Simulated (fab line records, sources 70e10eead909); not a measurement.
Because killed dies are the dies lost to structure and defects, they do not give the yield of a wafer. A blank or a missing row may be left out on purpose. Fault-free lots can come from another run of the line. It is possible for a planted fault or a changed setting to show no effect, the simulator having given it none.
Which tool did it? ; flow nandHarc ; 11 lots, 33 wafers sampled, at 4 steps of a route of 1159

## WHAT THE GAUGES READ, wafer by wafer
NHARC_A_CONTACT_INSPECT_71.
lot;measured;on;rawDefectCount
L892;day 16 21:51;defectInspect-01;20 31 19
L894;day 17 02:25;defectInspect-01;29 21 21
L893;day 17 00:41;defectInspect-01;22 19 30
L895;day 18 03:37;defectInspect-01;29 22 36
L896;day 18 07:29;defectInspect-01;10 10 11
L897;day 18 15:51;defectInspect-02;30 24 23
L901;day 19 14:32;defectInspect-01;418 428 416
L902;day 20 00:44;defectInspect-01;44 40 46
L903;day 20 03:41;defectInspect-01;420 402 408
L909;day 21 10:49;defectInspect-02;30 47 33
L914;day 22 18:04;defectInspect-02;34 49 35

## WHICH TOOL RAN EACH LOT (tool, then ch and the chambers of the sampled wafers, then the start)
lot;NHARC_A_CONTACT_ETCH_121;NHARC_A_CONTACT_ETCH_102;NHARC_A_CONTACT_DEP_58
L892;harCapEtch-01 ch 0,1, day 16 14:10;rieDiel-01 ch 1,3, day 16 16:01;pecvd-02 ch 0,2, day 16 20:58
L894;harCapEtch-02 ch 0,1, day 16 18:40;rieDiel-09 ch 1,2,3, day 16 21:24;pecvd-01 ch 0,1, day 17 01:44
L893;harCapEtch-03 ch 0,1, day 16 19:17;rieDiel-01 ch 1,2, day 16 20:53;pecvd-02 ch 0,1,2, day 17 00:01
L895;harCapEtch-01 ch 0,1, day 17 20:54;rieDiel-11 ch 0,1,3, day 17 22:19;pecvd-02 ch 0,1,2, day 18 02:51
L896;harCapEtch-02 ch 0,1, day 18 01:17;rieDiel-11 ch 0,2,3, day 18 02:45;pecvd-01 ch 0,1, day 18 06:44
L897;harCapEtch-01 ch 0,1, day 18 08:15;rieDiel-11 ch 0,1,2, day 18 09:32;pecvd-02 ch 1,2, day 18 14:58
L901;harCapEtch-02 ch 0,1, day 19 09:42;rieDiel-01 ch 0,2,3, day 19 11:19;pecvd-02 ch 1,2, day 19 13:42
L902;harCapEtch-01 ch 0,1, day 19 19:07;rieDiel-01 ch 0,2, day 19 20:29;pecvd-01 ch 0,1,2, day 19 23:55
L903;harCapEtch-01 ch 0,1, day 19 23:11;rieDiel-11 ch 1,2,3, day 20 00:28;pecvd-02 ch 1,2, day 20 02:52
L909;harCapEtch-01 ch 0,1, day 21 04:17;rieDiel-11 ch 0,1,3, day 21 05:44;pecvd-01 ch 0,2, day 21 10:00
L914;harCapEtch-02 ch 0,1, day 22 13:39;rieDiel-01 ch 1,2,3, day 22 14:55;pecvd-01 ch 1,2, day 22 17:21
- NHARC_A_CONTACT_ETCH_121: etches the open film in C4F8/O2/Ar, time 94 s, target depth 922 nm.
- NHARC_A_CONTACT_ETCH_102: etches the open film in CF4/O2, target depth 70 nm, overetch 7 nm, time 38.5 s.
- NHARC_A_CONTACT_DEP_58: deposits SiON, target thk 60 nm.

## THE ANSWER, worked out from the rows above alone
Rule: what is usual is taken from the lots themselves. Put in order of their means at a reading, lots are off if they are a third of the lots or fewer, leave a main group of 4 or more, and stand apart from it by a gap of 3 or more times the standard deviation of the main group's means; of several such gaps the widest counts. A main group whose means are all the same, to the digits that the tables above print for the reading, isn't used. A lot without any number at a reading at which 4 lots or more have one is off too. The other lots that the step has rows for count as sound.
Off, at NHARC_A_CONTACT_INSPECT_71 on rawDefectCount: L901, L903. For the main group the mean is 28 and the standard deviation 9.5.
A tool fits if, at a process step before that reading, it ran every lot that is off, and no sound lot after the first of them. The gauges at NHARC_A_CONTACT_INSPECT_71 are tried like those tools. One fits: pecvd-02 at NHARC_A_CONTACT_DEP_58. A fault onset in the window from L897 (day 18 14:58, its last sound lot) to L901 (day 19 13:42, its first lot off) fits.

## WHAT HAD BEEN PUT IN BY THE SIMULATOR
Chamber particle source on pecvd-02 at NHARC_A_CONTACT_DEP_58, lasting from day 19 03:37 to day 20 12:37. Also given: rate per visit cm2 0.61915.
Shown lots that were struck: L901, L903. The rule above reached the same finding.
